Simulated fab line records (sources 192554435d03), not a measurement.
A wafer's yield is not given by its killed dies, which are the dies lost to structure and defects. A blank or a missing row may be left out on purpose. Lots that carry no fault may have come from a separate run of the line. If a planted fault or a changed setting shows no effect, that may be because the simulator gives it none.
A lot that was struck, set against a sound lot / flow n5_finfet / 16 out of 1938 route steps
Sound: the wafers L969.2, L969.5, L969.6. Struck: wafer L972.1 (left out: L972.2, L972.3 of the same lot, which were not struck); the cause appears at the end.
Each step with rows lists, per side, the tool, then ch with its chambers, then its first start. Under that, the readings that differ: sound wafers / struck wafers / difference of the means / sigmas: that difference in standard deviations of wafers without a fault.
alike: a reading whose means differ by less than 2 such deviations, as well as words and numbers matching on both sides. not compared: withheld readings; readings where some wafer has no value; bounds like >300 that might hide an equal value; numbers whose values overlap and for which the record gives no deviation.
The two part at a step that has a row with sigmas, a row that says differs or no value, or rows on one side only. Numbers that don't overlap but have no deviation are shown without sigmas and don't part them. A reading that every wafer of one side lacks parts them only if that side has two wafers or more.

first, 7 steps without rows for these wafers: N5_GATE_CUT_COAT_27 (time 60 s, resist thk 10 nm); N5_GATE_CUT_COAT_07 (resist thk 30 nm); N5_GATE_CUT_EBR_09; N5_GATE_CUT_SOFTBAKE_08 (time 60 s); N5_GATE_CUT_EXPOSE_10 (exposes mask GATE CUT, target cd 20 nm); N5_GATE_CUT_PEB_11 (peb time 60 s); N5_GATE_CUT_DEVELOP_12 (develop time 30 s).
N5_GATE_CUT_CD_MEAS_13 targets a cd of 20 nm.
  sound on cd_sem-03 ch 0, day 5 21:33; struck on cd_sem-01 ch 0, day 6 13:14
  alike: cd_nm
N5_GATE_CUT_OVL_MEAS_14:
  sound on overlay-01 ch 0, day 5 21:35; struck on overlay-02 ch 0, day 6 13:16
  alike: GATE_CUT_OVL
N5_GATE_CUT_INSPECT_15: inspects for defects (brightfield).
  sound: defect_inspect-02 at day 5 21:38; struck: defect_inspect-01 at day 6 13:19
  alike: raw_defect_count
N5_GATE_CUT_DESCUM_18: chemistry O2, time 7 s.
  sound on rie_diel-02 ch 0,3, day 5 21:43; struck on rie_diel-02 ch 0, day 6 13:21
  alike: bias_power_w, drypump_motor_current_A, oes_product_au, rf_vpp_V, showerhead_plenum_p_Torr, throttle_valve_pct
  not compared: rf_hours_counter_h
N5_GATE_CUT_ETCH_28: etches underlayer in N2/H2, target depth 13 nm, time 10.4 s.
  sound on rie_diel-02 ch 0,3, day 5 21:44; struck on rie_diel-02 ch 0, day 6 13:23
reading=rf_vpp_V (V); sound=520.4 524.3 520.3; struck=526.8; difference=+5.1; sigmas=+2
  alike: bias_w, drypump_motor_current_A, etch_rf_on_time_s, oes_product_au, showerhead_plenum_p_Torr, throttle_valve_pct
  not compared: rf_hours_counter_h
N5_GATE_CUT_ETCH_36: etches SiARC in CF4, target depth 13 nm, time 21.7 s.
  sound on rie_diel-02 ch 0,3, day 5 21:46; struck on rie_diel-02 ch 0, day 6 13:24
reading=etch_rf_on_time_s (s); sound=20.8 22.0 21.0; struck=16.7; difference=-4.6; sigmas=-11
  alike: bias_w, drypump_motor_current_A, oes_product_au, rf_vpp_V, showerhead_plenum_p_Torr, throttle_valve_pct
  not compared: rf_hours_counter_h
N5_GATE_CUT_ETCH_37: etches SOC in N2/H2, target depth 60 nm, overetch 12 nm, time 90 s.
  sound on rie_diel-02 ch 0,3, day 5 21:47; struck on rie_diel-02 ch 0, day 6 13:26
  alike: bias_w, drypump_motor_current_A, oes_product_au, rf_vpp_V, showerhead_plenum_p_Torr, throttle_valve_pct
  not compared: rf_hours_counter_h
-- here the record skips 4 days between the struck wafers' starts before and after, leaving off in module GATE_CUT and picking up in module BEOL_M4 (first step shown: number 1111 of the route) --
N5_BEOL_M4_RC_MEAS_101:
  sound on prober-02 ch 0, day 10 02:10; struck on prober-01 ch 0, day 10 04:49
reading=ION_P (uA/um); sound=464 464 464; struck=447; difference=-17; sigmas=-2
  alike: DIBL_N, DIBL_P, IOFF_N, IOFF_P, ION_N, SS_N, SS_P, VT_N, VT_P
-- record jumps: 5 days separate the struck wafers' starts on either side; left off in module BEOL_M4, taken up again in module PASSIVATION, whose first shown step is the route's number 1936 --
N5_PASSIVATION_PROBE_49:
  sound: prober-01 at day 14 13:48; struck: prober-02 at day 14 18:01
reading=killed_short; sound=30 54 39; struck=20; difference=-21; sigmas=-2
  alike: defect_limited_yield, killed_at_M0_to_M3, killed_at_M4_up, killed_at_contacts, killed_at_front_end, killed_at_other, killed_dies, killed_on_rim, killed_open, sort_bin_5_function, sort_bin_6_memory, sort_n_pass, sort_yield_pct

## WHERE THEY PART
Last at N5_PASSIVATION_PROBE_49 as far as this record goes, first at N5_GATE_CUT_ETCH_28.

WHY: whatever the simulator had introduced
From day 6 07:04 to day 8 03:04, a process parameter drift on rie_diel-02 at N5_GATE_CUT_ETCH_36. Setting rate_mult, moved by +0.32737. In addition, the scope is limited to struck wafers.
